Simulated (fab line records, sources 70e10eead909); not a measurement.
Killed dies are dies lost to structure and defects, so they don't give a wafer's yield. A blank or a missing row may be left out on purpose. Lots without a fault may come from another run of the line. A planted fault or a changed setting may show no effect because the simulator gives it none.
fab line records | flow nand_harc
record lots=7 wafers=21 last_day=32
route steps=1302 shown A_CONTACT@1103 A_BLC@1107
lots that met no fault: from a run of the same line without faults
start_h: hours from the record's first day to the start of the lot's first wafer shown | wait_h: hours since the lot's step before | " the same as in the row above | L1.1+2: a row that stands for several wafers | - no value, or no start given | * or withheld: withheld | < > ~ a bound
route shown NAME@n: a module of which the file shows steps, and the number in the route of the first | usual: mean/standard deviation of fault-free wafers | same: alike in all rows | chamber/n: place in a boat | sites: the reading at each site | _std_site: their standard deviation | _edge_site: outer sites' mean less inner sites' | radius_mm: how far each site lies from the wafer's centre | mask NAME#n: copy n | behind: the tool/chamber that last shaped the wafer | hold: why the lot was held/for how many hours/how that ended | device: the transistor (n, p or np) that didn't switch | end of line: the same wafers' tests at the end of the route | a step without rows: its recipe alone | killed: dies lost to structure and defects at the first sort, not the wafer's yield | map: a wafer's dies, x killed, . not, _ none there
set.NAME: the setting as run; set.NAME@STEP: as run at that earlier step | model.NAME: the simulator's own value behind a step, which no gauge read
lots at some steps of the route; a table a step, a row a wafer
services: from which hour (start_h, from the record's first day; less than 0 if before it) a tool's chamber was out of use, for how many hours, and why
## steps
# step NHARC_A_CONTACT_CMP_20
# recipe t_overpolish_s=30 target_thk_nm=300
# usual motor_current_A=11.5/1 overpolish_run_s=30.000/0.0085 time_to_endpoint_s=62/3.1
# columns lot.wafer tool chamber start_h wait_h motor_current_A overpolish_run_s time_to_endpoint_s
L459.1 cmp-03 0 542.95 0.7 11.2 30.004 63
L459.4 " 2 " " 13.2 30.011 63
L459.6 " 3 " " 12.0 29.995 66
L462.1 cmp-04 0 551.85 0.6 10.1 29.994 61
L462.4 " 1 " " 12.3 30.002 63
L462.5 " 1 " " 12.9 30.005 64
L464.2 cmp-03 1 577.88 0.6 11.1 29.999 58
L464.1 " 3 " " 11.9 29.990 60
L464.5 " 1 " " 10.6 29.995 55
L463.3 cmp-04 0 591.94 0.4 9.5 29.987 57
L463.1 " 1 " " 12.9 29.992 60
L463.5 " 1 " " 12.7 30.001 61
L466.4 cmp-01 0 600.95 0.5 11.5 29.996 62
L466.1 " 2 " " 12.9 30.005 66
L466.3 " 3 " " 10.4 30.011 62
L475.4 cmp-01 1 699.74 0.4 12.4 30.010 63
L475.1 " 3 " " 10.8 29.998 65
L475.5 " 0 " " 11.5 30.011 61
L477.1 cmp-03 1 714.05 1.4 10.6 30.002 59
L477.5 " 3 " " 12.2 29.983 61
L477.6 " 0 " " 11.1 29.989 59
# step NHARC_A_CONTACT_SRD_22
# step NHARC_A_CONTACT_INSPECT_23
# usual raw_defect_count=537/160
# columns lot.wafer tool chamber start_h wait_h raw_defect_count
L459.1 defect_inspect-01 - 543.33 0.1 683
L459.4 " - " " 731
L459.6 " - " " 615
L462.1 defect_inspect-01 - 552.25 0.1 473
L462.4 " - " " 464
L462.5 " - " " 442
L464.1 defect_inspect-01 - 578.28 0.1 921
L464.2 " - " " 1012
L464.5 " - " " 789
L463.1 defect_inspect-01 - 592.34 0.1 427
L463.3 " - " " 432
L463.5 " - " " 392
L466.1 defect_inspect-02 - 601.36 0.1 610
L466.3 " - " " 673
L466.4 " - " " 640
L475.1 defect_inspect-02 - 700.12 0.1 527
L475.4 " - " " 449
L475.5 " - " " 400
L477.1 defect_inspect-01 - 714.40 0.1 538
L477.5 " - " " 591
L477.6 " - " " 621
# step NHARC_A_BLC_DEHYDRATE_00
# recipe temp_c=150 time_s=120
# step NHARC_A_BLC_HMDS_01
# recipe time_s=30
# step NHARC_A_BLC_COAT_02
# recipe temp_c=260 time_s=75
# step NHARC_A_BLC_COAT_03
# recipe temp_c=225 time_s=65
# step NHARC_A_BLC_COAT_04
# recipe spin_rpm=1500 resist_thk_nm=90
# step NHARC_A_BLC_SOFTBAKE_05
# recipe temp_c=105 time_s=55
# step NHARC_A_BLC_EBR_06
# step NHARC_A_BLC_EXPOSE_07
# recipe na=1.35 target_cd_nm=100 dose_mj=67.97 mask_id=A_BLC
# step NHARC_A_BLC_PEB_08
# recipe peb_temp_c=100 peb_time_s=65
# usual chill_plate_temp_C=23.03/0.11 exhaust_pa=45.0/0.88 plate_temp_C=99.99/0.14
# columns lot.wafer tool chamber start_h wait_h chill_plate_temp_C exhaust_pa plate_temp_C
L459.1 litho_track-06 0 543.76 0.1 22.96 46.2 100.09
L459.4 " 0 " " 23.11 46.0 100.05
L459.6 " 0 " " 23.10 45.6 100.31
L462.1 litho_track-06 0 552.68 0.1 23.26 44.1 99.98
L462.4 " 0 " " 23.27 45.1 100.04
L462.5 " 0 " " 23.27 43.6 100.26
L464.1 litho_track-04 - 578.71 0.1 - - -
L464.2 " - " " - - -
L464.5 " - " " - - -
L463.1 litho_track-06 - 592.77 0.1 - - -
L463.3 " - " " - - -
L463.5 " - " " - - -
L466.1 litho_track-01 - 601.79 0.1 - - -
L466.3 " - " " - - -
L466.4 " - " " - - -
L475.1 litho_track-04 0 700.42 0.1 22.99 44.9 99.96
L475.4 " 0 " " 23.01 44.4 99.94
L475.5 " 0 " " 22.91 44.7 100.06
L477.1 litho_track-04 0 714.70 0.1 23.13 44.6 99.92
L477.5 " 0 " " 23.02 44.8 100.03
L477.6 " 0 " " 23.15 45.7 100.10
# step NHARC_A_BLC_DEVELOP_09
# recipe develop_time_s=35 dev_temp_c=23
## services
# columns tool chamber start_h hours kind
litho_track-06 - 529.01 7.0 pm
litho_track-04 - 553.00 7.0 pm
cmp-03 - 555.43 4.0 pm
cmp-03 - 559.43 - consumable_replace:conditioner
cmp-03 - 559.43 - consumable_replace:pad
cmp-01 - 579.27 4.0 pm
cmp-01 - 583.27 - consumable_replace:conditioner
cmp-01 - 583.27 - consumable_replace:pad
cmp-03 - 590.03 2.0 repair
cmp-04 - 601.66 4.0 pm
cmp-04 - 605.66 - consumable_replace:conditioner
cmp-04 - 605.66 - consumable_replace:pad
cmp-04 - 617.74 2.8 repair
cmp-01 - 628.74 1.4 repair
litho_track-06 - 639.97 - consumable_replace:filter
cmp-03 - 653.43 4.0 pm
cmp-03 - 657.43 - consumable_replace:conditioner
cmp-03 - 657.43 - consumable_replace:pad
cmp-03 - 672.14 2.4 repair
cmp-01 - 677.27 4.0 pm
litho_track-01 - 680.00 7.0 pm
cmp-04 - 699.66 4.0 pm
litho_track-06 - 704.01 7.0 pm
cmp-01 - 709.14 3.3 repair
## key
first_sign step=NHARC_A_BLC_PEB_08 reading=tool_record direction=missing
effect none on later readings
met_at NHARC_A_BLC_PEB_08
struck_wafers L463.1,L463.3,L463.5,L464.1,L464.2,L464.5,L466.1,L466.3,L466.4
later_rows_left_out L463.1,L463.3,L463.5,L464.1,L464.2,L464.5,L466.1,L466.3,L466.4
sort_left_out L463.1,L463.3,L463.5,L464.1,L464.2,L464.5,L466.1,L466.3,L466.4
tester_left_out L463,L464,L466
onset_between 552.68 578.71
fault kind=skipped_step_whole tool=litho_track-01,litho_track-04,litho_track-06 chamber=- onset_h=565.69 steps=NHARC_A_BLC_PEB_08 scope=struck_lots_only
# tester_left_out: of these lots the tester's yield and bins aren't shown, on N5 and GAA mostly nor the transistor test; their killed dies are dies lost to structure and defects alone, not to doping, threshold or leakage, so they don't give the yield
# sort_left_out: the simulated sort isn't trusted on such a fault, so these wafers' sort isn't shown, and their yield isn't known
# later_rows_left_out: the simulator's readings of these wafers behind a module that went badly wrong aren't trusted and aren't shown, but for the sort
